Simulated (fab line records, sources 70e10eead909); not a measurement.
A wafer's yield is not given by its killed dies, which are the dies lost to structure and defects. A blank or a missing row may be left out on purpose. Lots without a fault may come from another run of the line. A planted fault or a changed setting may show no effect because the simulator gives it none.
fab line records	flow nandHarc
[record] lots = 13	wafers = 37	lastDay = 25
route steps=1159 shown A_SLIT@781 A_BONDPAD@1060 END@1159
lots untouched by any fault: they come from a run of this same line in which no faults occurred
startH: hours from the record's first day to the start of the lot's first wafer shown	waitH: how many hours have passed since the lot's step before this one	" as in the row above	L1.1+2: a row that stands for several wafers	- either no value or no given start	* or withheld: withheld	< > ~ a bound
route shown NAME@n: a module of which the file shows steps, and the number in the route of the first	usual: the fault-free wafers' mean and standard deviation	same: alike in all rows	chamber/n: place in a boat	sites: each site's reading	_std_site: the values' standard deviation	_edge_site: inner sites' mean taken away from outer sites' mean	radiusMm: for every site, how far away it sits from the centre of the wafer	mask NAME#n: copy n	behind: the last tool/chamber to shape the wafer	hold: why the lot was held/for how many hours/how that ended	device: names the non-switching transistor (n, p or np)	end of line: tests run on the same wafers once the route is complete	a step with no rows: only its recipe	killed: dies lost to structure and defects at the first sort, not the wafer's yield	map: a wafer's dies, x killed, . not, _ none there
set.NAME: the setting the step ran with; set.NAME@STEP: the setting that earlier step ran with	model.NAME: the simulator's own value behind a step, which no gauge read
route steps across a sampled set of lots; one table per step, one row per wafer
services: a tool's chamber out of use, with start hour (startH, from the record's first day; less than 0 if before it), hours out, and reason
[[steps]]
[step NHARC_A_SLIT_DEP_23]
[recipe] targetThkA = 1000	targetThkNm = 100	tempC = 400	pressureTorr = 3.5	flowSccm = 200	rfW = 350	material = SiON
[usual] heaterPowerW = 749/89
lot.wafer	tool	chamber	startH	waitH	heaterPowerW
L857.2	pecvd-03	1	336.84	1.3	632
L857.6	"	2	"	"	761
L857.5	"	0	"	"	798
L858.1	pecvd-04	0	337.27	1.7	709
L858.2	"	2	"	"	918
L858.5	"	2	"	"	908
L859.1	pecvd-04	2	338.88	1.7	838
L859.5	"	0	"	"	621
L859.6	"	2	"	"	859
L860.1	pecvd-03	0	339.30	1.7	757
L860.4	"	2	"	"	682
L860.5	"	0	"	"	759
L856.3	pecvd-03	2	339.72	1.0	779
L856.1	"	1	"	"	720
L856.4	"	2	"	"	810
L862.6	pecvd-03	1	348.51	0.1	644
L862.5	"	0	"	"	682
L864.2	pecvd-02	0	371.08	1.5	738
L864.5	"	0	"	"	738
L864.6	"	1	"	"	927
L866.5	pecvd-03	2	386.31	0.5	703
L866.6	"	0	"	"	729
L872.3	pecvd-02	2	421.22	1.0	619
L872.1	"	0	"	"	705
L872.6	"	0	"	"	742
L873.6	pecvd-02	2	435.48	0.1	675
L873.4	"	0	"	"	687
L873.5	"	1	"	"	853
L876.2	pecvd-04	1	440.15	1.4	806
L876.3	"	0	"	"	707
L876.4	"	0	"	"	727
L877.1	pecvd-02	1	440.46	1.7	769
L877.2	"	2	"	"	655
L877.6	"	0	"	"	769
L879.2	pecvd-04	2	462.27	1.4	949
L879.5	"	1	"	"	804
L879.6	"	2	"	"	976
[step NHARC_A_BONDPAD_CMP_29]
[recipe] targetThkNm = 200	material = SiCN
[usual] edgeZonePressureFrac = 1.000/0.0048	motorCurrentA = 11.4/1
lot.wafer	tool	chamber	startH	waitH	edgeZonePressureFrac	motorCurrentA
L859.1	cmp-01	0	417.01	-	1.004	12.3
L859.5	"	1	"	"	1.000	11.1
L859.6	"	2	"	"	0.993	11.0
L857.2	cmp-01	2	417.74	-	1.001	11.7
L857.5	"	2	"	"	1.001	11.7
L857.6	"	3	"	"	1.005	13.2
L858.2	cmp-01	2	420.39	-	0.994	11.2
L858.1	"	3	"	"	1.014	13.4
L858.5	"	1	"	"	0.997	10.7
L856.3	cmp-01	2	420.76	-	0.998	11.7
L856.1	"	3	"	"	0.997	13.1
L856.4	"	0	"	"	0.995	12.6
L860.4	cmp-01	0	424.69	-	0.994	12.2
L860.1	"	1	"	"	1.000	10.6
L860.5	"	1	"	"	1.000	10.1
L862.5	cmp-04	1	439.90	-	1.004	10.0
L864.2	cmp-04	0	470.27	-	1.003	10.1
L864.5	"	2	"	"	1.004	11.6
L864.6	"	3	"	"	1.003	11.3
L866.5	cmp-04	1	480.72	-	1.004	9.6
L872.3	cmp-01	0	508.27	-	1.000	12.0
L872.1	"	3	"	"	1.003	13.2
L872.6	"	0	"	"	0.998	11.4
L873.4	cmp-02	1	510.67	-	0.998	10.2
L873.6	"	0	"	"	0.999	11.3
L873.5	"	1	"	"	1.004	10.8
L877.1	cmp-01	2	532.48	-	0.999	11.4
L877.2	"	3	"	"	0.998	12.6
L877.6	"	1	"	"	0.997	10.6
L876.3	cmp-04	3	539.35	-	0.997	10.9
L876.2	"	0	"	"	0.996	9.7
L876.4	"	1	"	"	1.000	9.7
L879.2	cmp-01	3	544.67	-	1.006	12.9
L879.5	"	0	"	"	1.006	12.0
L879.6	"	1	"	"	1.001	11.2
[step NHARC_A_BONDPAD_ETCH_34]
[recipe] targetDepthA = 600	overetchA = 180	timeS = 65.91	ionEnergyEv = 200	n2FlowSccm = 150	h2FlowSccm = 150	arFlowSccm = 0	rfW = 400	biasW = 150	chemistry = N2/H2
[usual] biasW = 150.0/0.5	drypumpMotorCurrentA = 5.9/0.6	h2FlowSccm = 150.0/0.46	oesProductAu = 1.001/0.012	rfVppV = 430.7/2.6	showerheadPlenumPTorr = 2.05/0.092	throttleValvePct = 14.171/0.0088
lot.wafer	tool	chamber	startH	waitH	biasW	drypumpMotorCurrentA	h2FlowSccm	oesProductAu	rfHoursCounterH	rfVppV	showerheadPlenumPTorr	throttleValvePct
L859.1	rieDiel-09	3	418.07	0.1	150.5	6.5	148.9	1.019	6	426.3	1.90	14.153
L859.6	"	1	"	"	149.8	5.7	150.5	1.008	-	430.8	2.03	14.178
L859.5	"	2	"	"	150.1	4.9	150.1	0.991	-	433.8	2.16	14.167
L857.2	rieDiel-09	3	418.85	0.1	149.5	6.6	149.7	1.007	7	427.2	1.90	14.175
L857.6	"	2	"	"	149.9	4.9	149.6	0.980	-	434.4	2.16	14.175
L857.5	"	3	"	"	150.0	6.6	150.0	1.013	-	428.0	1.90	14.170
L858.2	rieDiel-09	0	421.48	0.1	149.9	6.4	150.1	0.995	7	432.1	2.11	14.158
L858.1	"	1	"	"	149.5	5.7	149.1	1.013	6	430.2	2.03	14.156
L858.5	"	0	"	"	150.0	6.4	150.0	0.994	-	434.9	2.11	14.181
L856.4	rieDiel-03	3	421.88	0.1	150.4	5.8	149.6	0.988	2	429.6	2.05	14.161
L856.1	"	0	"	"	149.6	6.4	150.9	0.998	4	429.1	1.99	14.172
L856.3	"	2	"	"	149.4	5.6	148.9	1.005	4	434.1	2.17	14.168
L860.4	rieDiel-09	1	425.82	0.1	151.0	5.8	150.4	1.001	7	430.5	2.03	14.159
L860.1	"	2	"	"	149.3	4.9	149.9	0.979	7	435.7	2.15	14.169
L860.5	"	1	"	"	150.3	5.7	150.1	1.009	-	431.2	2.03	14.164
L862.5	rieDiel-03	0	440.94	0.1	149.3	6.4	149.7	0.995	-	428.9	1.99	14.165
L864.2	rieDiel-09	2	471.35	0.1	150.0	4.9	150.9	0.992	1	431.6	2.15	14.170
L864.5	"	3	"	"	150.4	6.5	150.4	1.015	-	427.1	1.90	14.172
L864.6	"	0	"	"	149.9	6.4	150.0	0.994	-	431.7	2.11	14.156
L866.5	rieDiel-09	0	481.76	0.1	150.6	6.4	149.7	1.002	-	434.8	2.11	14.181
L872.3	rieDiel-03	0	509.39	0.1	149.1	6.4	150.2	0.983	18	429.5	1.99	14.164
L872.1	"	2	"	"	149.9	5.5	150.0	1.000	19	432.9	2.17	14.166
L872.6	"	0	"	"	149.2	6.4	150.3	1.002	-	429.3	1.99	14.182
L873.4	rieDiel-09	0	511.65	0.1	149.8	6.4	149.6	0.981	3	432.4	2.11	14.171
L873.5	"	2	"	"	150.1	4.9	149.9	0.983	-	432.2	2.15	14.180
L873.6	"	3	"	"	149.9	6.6	150.2	0.998	-	427.2	1.90	14.178
L877.1	rieDiel-09	2	533.42	0.1	150.1	4.9	149.8	0.995	3	433.3	2.15	14.168
L877.2	"	3	"	"	149.5	6.5	148.9	1.008	3	428.2	1.90	14.178
L877.6	"	2	"	"	150.1	4.9	149.4	0.987	-	434.0	2.15	14.168
L876.4	rieDiel-09	0	540.45	0.1	148.9	6.4	150.5	0.979	4	432.8	2.11	14.166
L876.2	"	2	"	"	149.8	4.9	150.6	0.991	4	433.4	2.15	14.161
L876.3	"	3	"	"	150.2	6.6	150.3	1.006	4	427.5	1.90	14.172
L879.2	rieDiel-10	2	545.60	0.1	150.5	6.2	150.1	0.997	2	430.2	2.06	14.172
L879.6	"	2	"	"	150.2	6.2	150.2	1.004	-	432.0	2.06	14.177
L879.5	"	0	"	"	150.0	5.5	150.4	1.003	-	430.9	2.07	14.160
[step NHARC_A_BONDPAD_STRIP_15]
[recipe] o2FlowSccm = 500	arFlowSccm = 0	biasW = 0	chemistry = O2
[usual] drypumpMotorCurrentA = 5.9/0.6	oesProductAu = 1.001/0.011	rfVppV = 57.8/1	showerheadPlenumPTorr = 3.54/0.15	throttleValvePct = 17.037/0.0094
[same] biasW = 0
lot.wafer	tool	chamber	startH	waitH	drypumpMotorCurrentA	oesProductAu	rfHoursCounterH	rfVppV	showerheadPlenumPTorr	throttleValvePct
L859.1	rieDiel-09	0	418.40	0.1	6.4	0.993	6	58.2	3.64	17.028
L859.6	"	2	"	"	4.9	0.998	-	58.4	3.71	17.016
L859.5	"	3	"	"	6.6	1.017	-	59.1	3.31	17.041
L857.2	rieDiel-09	0	419.18	0.1	6.4	0.994	7	58.6	3.64	17.046
L857.6	"	2	"	"	4.9	0.992	-	57.1	3.71	17.052
L857.5	"	3	"	"	6.6	1.014	-	56.1	3.31	17.034
L858.1	rieDiel-09	2	421.90	0.1	4.9	0.991	7	59.2	3.71	17.033
L858.2	"	0	"	"	6.4	0.988	7	57.9	3.64	17.038
L858.5	"	3	"	"	6.6	1.010	-	55.9	3.31	17.041
L856.3	rieDiel-09	0	422.23	0.1	6.4	0.998	7	57.9	3.64	17.038
L856.4	"	1	"	"	5.7	1.001	7	58.1	3.52	17.041
L856.1	"	2	"	"	4.9	0.989	7	58.9	3.71	17.036
L860.1	rieDiel-03	1	426.15	0.1	5.7	1.001	4	57.2	3.35	17.049
L860.4	"	2	"	"	5.6	1.001	4	59.0	3.74	17.048
L860.5	"	0	"	"	6.4	0.985	-	57.3	3.46	17.044
L862.5	rieDiel-03	1	441.30	0.1	5.7	0.998	-	56.5	3.35	17.051
L864.2	rieDiel-09	3	471.66	0.1	6.6	1.018	1	58.4	3.31	17.026
L864.5	"	1	"	"	5.8	1.013	-	56.4	3.52	17.026
L864.6	"	2	"	"	4.9	1.005	-	58.7	3.71	17.036
L866.5	rieDiel-09	0	482.10	0.1	6.4	0.999	-	57.4	3.64	17.028
L872.3	rieDiel-09	1	509.69	0.1	5.8	1.017	3	57.6	3.52	17.044
L872.1	"	2	"	"	4.9	0.990	3	57.9	3.71	17.033
L872.6	"	1	"	"	5.8	1.029	-	59.1	3.52	17.043
L873.4	rieDiel-09	3	511.97	0.1	6.6	1.008	3	58.2	3.31	17.042
L873.5	"	1	"	"	5.7	1.014	-	58.1	3.52	17.045
L873.6	"	2	"	"	4.9	0.997	-	57.1	3.71	17.027
L877.1	rieDiel-09	2	533.73	0.1	4.9	0.987	4	57.9	3.71	17.034
L877.2	"	1	"	"	5.7	1.004	4	58.8	3.52	17.021
L877.6	"	3	"	"	6.6	1.010	-	55.2	3.31	17.022
L876.3	rieDiel-09	3	540.92	0.1	6.5	1.001	4	54.6	3.31	17.030
L876.4	"	1	"	"	5.7	1.009	4	58.9	3.52	17.044
L876.2	"	2	"	"	4.9	0.991	4	58.7	3.71	17.029
L879.2	rieDiel-09	2	545.98	0.1	4.9	0.996	4	58.8	3.71	17.037
L879.5	"	0	"	"	6.4	0.984	-	56.6	3.64	17.045
L879.6	"	1	"	"	5.7	1.018	-	56.5	3.52	17.045
[step NHARC_END_SORT_01]
[recipe] tempC = 25
[usual] killedAtArray = 29/11	killedAtOther = 0.5/0.8	killedAtPeriphery = 3.5/2.8	killedDies = 33/12	killedOpen = 3.1/1.8	killedShort = 1.8/1.4
[same] grossDies = 677
lot.wafer	tool	chamber	startH	waitH	killedAtArray	killedAtOther	killedAtPeriphery	killedDies	killedOpen	killedShort
L862.5	prober-02	0	495.49	3.7	16	3	3	22	5	2
L862.6	prober-02	0	496.28	4.0	499	2	7	508	5	2
// killed by level:class
L862.5 A_CHANNEL_HOLE_D1:chamberFilmFlake=8 A_CONTACT:chamberFilmFlake=3 A_CONTACT:geometricParticle:open=2 THIN_TSV:chamberFilmFlake=2 P_GATE:geometricParticle:open=1 A_ONON_D1:geometricParticle:short=1 A_WL_FILL:geometricParticle:short=1 A_BLC:geometricParticle:open=1
L862.6 A_SLIT:areaDep=476 A_CHANNEL_HOLE_D1:chamberFilmFlake=15 P_STI:chamberFilmFlake=2 P_GATE:chamberFilmFlake=2 A_CONTACT:chamberFilmFlake=2 THIN_TSV:chamberFilmFlake=2 P_GATE:geometricParticle:open=1 P_CONTACT:geometricParticle:open=1
[[services]]
tool	chamber	startH	hours	kind
cmp-04	-	318.35	4.6	repair
pecvd-02	-	323.35	0.2	repair
cmp-01	-	331.35	1.1	repair
pecvd-02	-	334.00	13.0	pm
cmp-01	-	347.74	2.4	repair
pecvd-02	-	348.18	0.7	repair
pecvd-03	1	366.30	12.8	repair
cmp-01	-	367.04	3.6	repair
cmp-01	-	375.80	4.0	pm
pecvd-04	-	376.36	13.0	pm
rieDiel-03	-	392.30	9.0	pm
rieDiel-03	3	401.32	3.5	repair
rieDiel-03	0	431.07	6.7	repair
rieDiel-09	-	431.13	9.0	pm
pecvd-04	1	432.72	5.4	repair
pecvd-03	1	436.33	12.3	repair
pecvd-03	-	473.23	13.0	pm
cmp-01	-	473.80	4.0	pm
pecvd-02	-	493.03	0.6	repair
pecvd-02	-	515.00	13.0	pm
cmp-01	-	516.75	0.8	repair
rieDiel-09	3	520.34	3.1	repair
rieDiel-09	2	535.87	4.4	repair
rieDiel-03	3	537.70	8.4	repair
[[key]]
[firstSign] step = NHARC_END_SORT_01	reading = killedAtArray	direction = up	sigmas = 42	usual = 29	struck = 499
[effect] step = NHARC_END_SORT_01	reading = killedDies	direction = up	sigmas = 40	usual = 33	struck = 508
[moreKillsBornAt] NHARC_A_SLIT_DEP_23@pecvd-03 = 476
metAt NHARC_A_SLIT_DEP_23
struckLots L862
struckWafers L862.6
laterRowsLeftOut L862.6
testerLeftOut L862
notActingAt NHARC_A_BONDPAD_CMP_29,NHARC_A_BONDPAD_ETCH_34,NHARC_A_BONDPAD_STRIP_15
onsetBetween 339.72 348.51
[fault] kind = processParameterDrift	tool = pecvd-03	chamber = -	onsetH = 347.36	steps = NHARC_A_SLIT_DEP_23	channel = targetThkA	offset = *	shape = step	endH = 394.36	scope = struckWafersOnly	actsIn = *	stated = *
// testerLeftOut: of these lots the tester's yield and bins aren't shown, on N5 and GAA mostly nor the transistor test; their killed dies are dies lost to structure and defects alone, not to doping, threshold or leakage, so they don't give the yield
// laterRowsLeftOut: the simulator's readings of these wafers behind a module that went badly wrong aren't trusted and aren't shown, but for the sort
